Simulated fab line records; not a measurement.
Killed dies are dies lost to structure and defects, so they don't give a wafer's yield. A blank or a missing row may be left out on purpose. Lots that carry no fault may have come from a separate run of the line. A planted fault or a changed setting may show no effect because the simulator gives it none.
Split-lot study + flow n5 finfet + 7 lots, 21 wafers read, on a route of 1938 steps

== ON THE SPLIT ==
At N5_FIN_SAQP_PEB_14 (peb time 60 s), the setting peb time s was moved away from the recipe's 60 s on 3 of the 21 wafers read, by -16.9% to +17.2%. The other wafers ran this setting at the recipe's value.

== BETWEEN THE SPLIT AND THE READING: the file shows 1 step in between ==
- N5_FIN_SAQP_DEVELOP_15: develop time 30 s

== THE READING ==
At N5_FIN_SAQP_CD_MEAS_16: cd nm in nanometres, against a target cd of 35.6 nm. Typical for fault-free wafers on this fab line: 35.5 nm, with standard deviation 0.34 nm.

| wafer  | tool, chamber at the split | peb time s as run, s | against the recipe | cd nm, nm | against lot-mates on the recipe |
|--------|----------------------------|----------------------|--------------------|-----------|---------------------------------|
| L075.1 | litho track-03, 0          | 60                   | recipe             | 35.3      | -                               |
| L075.4 | litho track-03, 0          | 60                   | recipe             | 35.3      | -                               |
| L075.6 | litho track-03, 0          | 60                   | recipe             | 35.6      | -                               |
| L076.1 | litho track-04, 0          | 60                   | recipe             | 35.6      | -                               |
| L076.4 | litho track-04, 0          | 60                   | recipe             | 35.9      | -                               |
| L076.6 | litho track-04, 0          | 60                   | recipe             | 35.7      | -                               |
| L078.1 | litho track-04, 0          | 60                   | recipe             | 35.2      | -                               |
| L078.2 | litho track-04, 0          | 49.88                | -16.9%             | 38.3      | +3.1                            |
| L078.6 | litho track-04, 0          | 49.88                | -16.9%             | 38.4      | +3.2                            |
| L085.1 | litho track-03, 0          | 60                   | recipe             | 35.3      | -                               |
| L085.4 | litho track-03, 0          | 60                   | recipe             | 35.0      | -                               |
| L085.5 | litho track-03, 0          | 60                   | recipe             | 35.6      | -                               |
| L089.3 | litho track-03, 0          | 60                   | recipe             | 35.4      | -                               |
| L089.5 | litho track-03, 0          | 60                   | recipe             | 35.3      | -                               |
| L089.6 | litho track-03, 0          | 70.35                | +17.2%             | 33.3      | -2.0                            |
| L093.4 | litho track-03, 0          | 60                   | recipe             | 35.3      | -                               |
| L093.5 | litho track-03, 0          | 60                   | recipe             | 35.6      | -                               |
| L093.6 | litho track-03, 0          | 60                   | recipe             | 35.0      | -                               |
| L097.3 | litho track-04, 0          | 60                   | recipe             | 35.5      | -                               |
| L097.5 | litho track-04, 0          | 60                   | recipe             | 35.4      | -                               |
| L097.6 | litho track-04, 0          | 60                   | recipe             | 35.6      | -                               |

FIT RESULTS
A straight line over all 21 wafers: cd nm changes by -0.155 nm for each +1% of peb time s; r = -0.97; the points scatter about the line by 0.27 nm.
The same after taking each lot's own level away (the mean of its wafers on the recipe; 21 wafers): -0.162 nm for each +1%; r = -0.97; scatter 0.26 nm.
According to that fit, moving peb time s by its largest amount changes the reading by 2.8 nm.
Measured against the standard deviation above, the lots' own levels, which go from 35.20 to 35.73 nm, span 1.6 times it.
Consequently the slope shifts little with the lot-to-lot level, the two slopes agreeing.
Check: for one of the wafers moved furthest among these (+17.2%), held out of the fit, the line's prediction against its lot-mates is -3.22 nm. It came out at -2.05 nm against them.

== FURTHER SPLITS ON THESE WAFERS ==
These wafers also went through other splits before the reading. Each is held against what the fit with the lots' levels taken away leaves over:
| other split on the same wafers            | wafers away from the commonest value | r with cd nm (lot level and that fit taken away) |
|-------------------------------------------|--------------------------------------|--------------------------------------------------|
| N5_ZERO_LAYER_PECVD_02 time s             | 6                                    | +0.18                                            |
| N5_PMOS_HMC_CHANNEL_EPI_PEB_07 peb time s | 6                                    | -0.11                                            |

== FILE'S OWN FIT ==
cd nm changes by -0.151 nm for each +1% of peb time s, r = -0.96.
